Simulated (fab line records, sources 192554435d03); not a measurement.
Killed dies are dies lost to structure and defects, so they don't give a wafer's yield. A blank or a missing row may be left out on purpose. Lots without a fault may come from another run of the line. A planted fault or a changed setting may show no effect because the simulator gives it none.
Which tool did it? | flow n5_finfet | 12 lots, 36 wafers sampled, at 2 steps of a route of 1938

WHAT THE GAUGES READ, wafer by wafer
N5_BEOL_M3_THK_MEAS_53: measures by xrf.
lot  | measured     | on            | M3_THK (nm)
L074 | day 7 12:12  | film_metro-01 | 38.3 36.1 40.6
L077 | day 8 01:23  | film_metro-02 | 39.1 38.6 40.2
L078 | day 8 17:40  | film_metro-01 | 41.1 41.0 44.3
L081 | day 9 05:32  | film_metro-02 | 43.0 45.7 40.7
L083 | day 9 11:31  | film_metro-02 | 38.6 36.9 39.9
L087 | day 10 16:42 | film_metro-02 | 43.9 43.8 44.0
L086 | day 10 23:47 | film_metro-02 | 39.0 40.9 40.4
L089 | day 11 14:57 | film_metro-01 | 40.1 40.4 41.4
L090 | day 11 21:38 | film_metro-02 | 37.2 41.7 38.7
L093 | day 12 01:01 | film_metro-01 | 40.0 42.6 41.8
L095 | day 12 14:35 | film_metro-01 | 42.6 40.8 45.3
L097 | day 13 14:35 | film_metro-02 | 42.9 42.3 43.9

WHICH TOOL RAN EACH LOT (tool, then ch and the chambers of the sampled wafers, then the start)
lot  | N5_BEOL_M3_ALD_84
L074 | ald_metal-04 ch 0,2,3, day 7 08:51
L077 | ald_metal-02 ch 0,3, day 7 22:16
L078 | ald_metal-03 ch 1,2,3, day 8 11:09
L081 | ald_metal-03 ch 0,3, day 9 00:45
L083 | ald_metal-03 ch 1,2,3, day 9 08:24
L087 | ald_metal-02 ch 0,1,3, day 10 13:38
L086 | ald_metal-03 ch 1,2, day 10 20:25
L089 | ald_metal-03 ch 0,1, day 11 11:50
L090 | ald_metal-03 ch 1,3, day 11 16:50
L093 | ald_metal-04 ch 1,2,3, day 11 21:34
L095 | ald_metal-04 ch 1,2,3, day 12 11:13
L097 | ald_metal-03 ch 0,1,3, day 13 11:34
- N5_BEOL_M3_ALD_84: deposits TaN, pulse time 2 s, purge time 3 s, co reactant purge time 2 s.

THE ANSWER, worked out from the rows above alone
Rule: what is usual is taken from the lots themselves. Put in order of their means at a reading, lots are off if they are a third of the lots or fewer, leave a main group of 4 or more, and stand apart from it by a gap of 3 or more times the standard deviation of the main group's means; of several such gaps the widest counts. A main group whose means are all the same, to the digits that the tables above print for the reading, isn't used. A lot without any number at a reading at which 4 lots or more have one is off too. The other lots that the step has rows for count as sound.
No lot is off at any reading shown: from this, nothing can be told.

WHAT THE SIMULATOR HAD PUT IN
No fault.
